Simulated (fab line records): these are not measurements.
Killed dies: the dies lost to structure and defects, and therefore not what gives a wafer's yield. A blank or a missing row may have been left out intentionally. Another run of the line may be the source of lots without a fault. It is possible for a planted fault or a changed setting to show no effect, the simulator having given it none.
Which tool did it? -- flow nandHarc -- 15 lots, 42 wafers sampled, at 4 steps of a route of 1302

== WHAT THE GAUGES READ, wafer by wafer ==
NHARC_A_ONON_D2_THK_MEAS_21: measures by ellipsometry. Usual: 998 nm for thkNm, sd 11.
lot,measured,on,thkNm (nm),flag
L305,day 13 03:41,filmMetro-02,1010 1010 1010,
L306,day 13 09:50,filmMetro-02,997 997 997,
L307,day 13 23:40,filmMetro-02,990 988 988,
L308,day 14 13:08,filmMetro-02,995 994 992,
L313,day 16 12:34,filmMetro-02,988 988 989,
L314,day 17 16:29,filmMetro-01,1004 1002 1002,
L315,day 17 16:30,filmMetro-02,1007 1008 1006,
L316,day 17 16:30,filmMetro-01,1003 1005 1002,
L320,day 19 11:56,filmMetro-02,1014 1014,
L321,day 19 19:33,filmMetro-02,993 994,
L322,day 20 02:20,filmMetro-01,1017 1018,
L324,day 21 19:55,filmMetro-01,992 991 991,
L325,day 21 20:07,filmMetro-02,994 993 993,
L327,day 22 14:00,filmMetro-01,1000 1002 1001,
L326,day 22 14:00,filmMetro-02,1001 1001 1002,

NHARC_A_ONON_D2_THK_MEAS_27: measures by ellipsometry. Usual: 999 nm for thkNm, sd 7.9.
lot,measured,on,thkNm (nm),flag
L305,day 13 04:49,filmMetro-02,1003 1003 1003,
L306,day 13 10:59,filmMetro-02,996 995 997,
L307,day 14 00:48,filmMetro-01,988 987 985,
L308,day 14 14:16,filmMetro-02,1002 1003 1004,
L313,day 16 13:42,filmMetro-02,994 994 994,
L314,day 17 17:37,filmMetro-01,1008 1008 1007,
L315,day 17 17:37,filmMetro-02,1002 1001 1001,
L316,day 17 17:39,filmMetro-02,998 999 999,
L320,day 19 13:04,filmMetro-02,662 1000,OFF
L321,day 19 20:41,filmMetro-01,657 994,OFF
L322,day 20 03:28,filmMetro-01,652 991,OFF
L324,day 21 21:02,filmMetro-02,990 993 992,
L325,day 21 21:16,filmMetro-02,1007 1008 1008,
L327,day 22 15:08,filmMetro-02,1000 1000 1000,
L326,day 22 15:08,filmMetro-01,997 997 1000,

== WHICH TOOL RAN EACH LOT (tool, then ch and the chambers of the sampled wafers, then the start) ==
lot,NHARC_A_CHANNEL_FILL_D1_CMP_10,NHARC_A_ONON_D2_DEP_25
L305,"cmp-01 ch 2,3, day 11 04:37","pecvdOnon-04 ch 0, day 13 04:22"
L306,"cmp-01 ch 0,1, day 11 12:32","pecvdOnon-04 ch 0, day 13 10:37"
L307,"cmp-01 ch 0,3, day 12 00:36","pecvdOnon-03 ch 0, day 14 00:21"
L308,"cmp-03 ch 0,1, day 12 14:02","pecvdOnon-04 ch 0, day 14 13:45"
L313,"cmp-02 ch 0,1, day 14 16:49","pecvdOnon-01 ch 0, day 16 13:11"
L314,"cmp-03 ch 1,2, day 15 06:45","pecvdOnon-03 ch 0, day 17 17:07"
L315,"cmp-02 ch 0,1, day 15 19:21","pecvdOnon-01 ch 0, day 17 17:07"
L316,"cmp-01 ch 0,1,2, day 15 19:22","pecvdOnon-04 ch 0, day 17 17:11"
L320,"cmp-02 ch 0,2, day 17 11:10","pecvdOnon-04 ch 0, day 19 12:37"
L321,"cmp-03 ch 0, day 17 23:13","pecvdOnon-04 ch 0, day 19 20:21"
L322,"cmp-02 ch 1, day 18 06:55","pecvdOnon-04 ch 0, day 20 03:01"
L324,"cmp-03 ch 2,3, day 19 20:40","pecvdOnon-03 ch 0, day 21 20:35"
L325,"cmp-01 ch 0,1,2, day 19 20:41","pecvdOnon-01 ch 0, day 21 20:45"
L327,"cmp-03 ch 0,2,3, day 20 09:40","pecvdOnon-03 ch 0, day 22 14:38"
L326,"cmp-03 ch 0,1, day 20 12:26","pecvdOnon-04 ch 0, day 22 14:41"
- NHARC_A_CHANNEL_FILL_D1_CMP_10: polishes, target thk 150 nm.
- NHARC_A_ONON_D2_DEP_25: target thk 1000 nm.

== WHAT THE TOOLS THEMSELVES READ (means of the sampled wafers that have a number; where no wafer has one, the mark that the record gives instead) ==
NHARC_A_CHANNEL_FILL_D1_CMP_10. Usual: motorCurrentA 12.2 A, standard deviation 1.3; timeToEndpointS 13.5 s, standard deviation 2.
lot,tool,motorCurrentA (A),timeToEndpointS (s),flag
L305,cmp-01,13.5,12.5,
L306,cmp-01,12.3,15.0,
L307,cmp-01,13.1,13.3,
L308,cmp-03,11.5,11.9,
L313,cmp-02,10.7,12.6,
L314,cmp-03,13.8,16.4,
L315,cmp-02,11.0,12.9,
L316,cmp-01,12.5,12.2,
L320,cmp-02,11.7,14.9,
L321,cmp-03,12.3,12.9,
L322,cmp-02,10.4,12.4,
L324,cmp-03,13.0,13.4,
L325,cmp-01,13.0,10.7,
L327,cmp-03,13.0,13.6,
L326,cmp-03,11.7,13.2,

NHARC_A_ONON_D2_DEP_25. Usual: 1999 sccm for n2oFlowSccm, sd 6.
lot,tool,n2oFlowSccm (sccm),flag
L305,pecvdOnon-04,1997,
L306,pecvdOnon-04,2002,
L307,pecvdOnon-03,1993,
L308,pecvdOnon-04,2002,
L313,pecvdOnon-01,1998,
L314,pecvdOnon-03,1993,
L315,pecvdOnon-01,2001,
L316,pecvdOnon-04,1993,
L320,pecvdOnon-04,1992,
L321,pecvdOnon-04,1999,
L322,pecvdOnon-04,2000,
L324,pecvdOnon-03,2003,
L325,pecvdOnon-01,2008,
L327,pecvdOnon-03,1996,
L326,pecvdOnon-04,2006,

== THE ANSWER, worked out from the rows above alone ==
Rule: a lot counts as off when the mean over its wafers that have a number is more than 3 standard deviations away from the usual mean. A lot without any number at a reading at which 4 lots or more have one is off too. Any other lot the step has rows for is counted as sound. The gauges are gone through in route order, then the tools' own readings, and for those a lot's mean is taken as printed above. The first step at which some lot is off is used, and at that step the reading that is off furthest; a lot without a number counts as furthest.
Off, at NHARC_A_ONON_D2_THK_MEAS_27 on thkNm: L320, L321, L322.
If a tool, at a process step before that reading, ran all the lots that are off and no sound lot after the first of them, it fits. Those tools and the gauges at NHARC_A_ONON_D2_THK_MEAS_27 are tried in the same way. None of those tried fits.

== WHAT WAS PUT IN BY THE SIMULATOR ==
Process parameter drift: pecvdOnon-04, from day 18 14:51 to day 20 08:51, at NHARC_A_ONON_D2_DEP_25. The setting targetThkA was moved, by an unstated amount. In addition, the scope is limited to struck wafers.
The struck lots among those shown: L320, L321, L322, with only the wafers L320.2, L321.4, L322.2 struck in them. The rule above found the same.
